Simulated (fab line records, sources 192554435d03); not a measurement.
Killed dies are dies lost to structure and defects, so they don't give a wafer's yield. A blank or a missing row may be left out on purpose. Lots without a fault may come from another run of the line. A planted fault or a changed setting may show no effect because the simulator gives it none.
A struck lot beside a sound one | flow n5_finfet | 15 steps out of a route of 1938
Sound: wafers L789.1, L789.5, L789.6. Struck: wafers L796.1, L796.2, L796.4. The cause comes at the end.
At each step with rows: each side's tool, then ch and its chambers, then its first start. Under that, the readings that differ: sound wafers | struck wafers | difference of the means | sigmas: that difference in standard deviations of wafers without a fault.
alike: readings whose means differ by less than 2 such deviations, and words and numbers that are the same on both sides. not compared: withheld readings, readings that some wafer has no value for, bounds like >300 that may hide the same value, and numbers for which the record gives no deviation and whose values overlap.
The two part at a step that has a row with sigmas, a row that says differs or no value, or rows on one side only. Numbers that don't overlap but have no deviation are shown without sigmas and don't part them. A reading that every wafer of one side lacks parts them only if that side has two wafers or more.

first, 6 steps without rows for these wafers: N5_BEOL_M15_EBR_06; N5_BEOL_M15_SOFTBAKE_05 (time 60 s); N5_BEOL_M15_EXPOSE_07 (exposes mask V14); N5_BEOL_M15_PEB_08 (peb time 90 s); N5_BEOL_M15_DEVELOP_09 (develop time 45 s); N5_BEOL_M15_HARDBAKE_14 (time 120 s).
N5_BEOL_M15_CD_MEAS_10: target cd 360 nm.
  sound on cd_sem-01 ch 0, day 17 00:17; struck on cd_sem-03 ch 0, day 18 02:11
  alike: cd_nm
N5_BEOL_M15_OVL_MEAS_11:
  sound on overlay-01 ch 0, day 17 00:19; struck on overlay-01 ch 0, day 18 02:13
  alike: V14_OVL
N5_BEOL_M15_INSPECT_12: inspects for defects (macro).
  sound on defect_inspect-02, day 17 00:20; struck on defect_inspect-01, day 18 02:15
  alike: raw_defect_count
N5_BEOL_M15_DESCUM_15: chemistry O2, time 7.9 s.
  sound on rie_diel-02 ch 0,1,3, day 17 01:05; struck on rie_diel-02 ch 0,1,3, day 18 02:17
  alike: drypump_motor_current_A, oes_product_au, rf_vpp_V, showerhead_plenum_p_Torr, throttle_valve_pct
  not compared: rf_hours_counter_h
N5_BEOL_M15_ETCH_59: etches BARC in N2/H2, target depth 89 nm, overetch 26.7 nm, time 67.9 s.
  sound on rie_diel-02 ch 0,1,3, day 17 01:08; struck on rie_diel-02 ch 0,1,3, day 18 02:19
  alike: drypump_motor_current_A, oes_product_au, rf_vpp_V, showerhead_plenum_p_Torr, throttle_valve_pct
  not compared: rf_hours_counter_h
N5_BEOL_M15_VIA_ETCH_16: etches SiO2 in C4F8/O2/Ar, target depth 1792.2 nm.
  sound on rie_diel-02 ch 0,1,3, day 17 01:11; struck on rie_diel-02 ch 0,1,3, day 18 02:22
  alike: drypump_motor_current_A, oes_o_777_au, oes_product_au, rf_vpp_V, showerhead_plenum_p_Torr, throttle_valve_pct
N5_BEOL_M15_STRIP_63: strips in O2.
  sound on rie_diel-02 ch 0,1,3, day 17 01:00; struck on rie_diel-02 ch 0,1,3, day 18 02:00
  reading                        | sound             | struck            | difference | sigmas
  chamber_pressure_mTorr (mTorr) | 30.01 30.02 29.92 | 39.01 38.97 39.04 | +9.02      | +99 or more
  alike: drypump_motor_current_A, oes_product_au, rf_vpp_V, showerhead_plenum_p_Torr, throttle_valve_pct
  not compared: rf_hours_counter_h
N5_BEOL_M15_STRIP_64: strips in O2.
  sound on rie_diel-02 ch 0,1,3; struck on rie_diel-02 ch 0,1,3
  alike: chamber_pressure_mTorr, drypump_motor_current_A, oes_product_au, rf_vpp_V, showerhead_plenum_p_Torr, throttle_valve_pct
  not compared: rf_hours_counter_h
then, 1 step without rows for these wafers: N5_PASSIVATION_PROBE_49.

WHERE THEY PART
Only at N5_BEOL_M15_STRIP_63, within this record. Later steps at which nothing parts them and some readings are alike: N5_BEOL_M15_STRIP_64.

WHY: what the simulator had put in
Process parameter drift: rie_diel-02, from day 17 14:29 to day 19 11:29, at N5_BEOL_M15_STRIP_63. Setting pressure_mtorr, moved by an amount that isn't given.
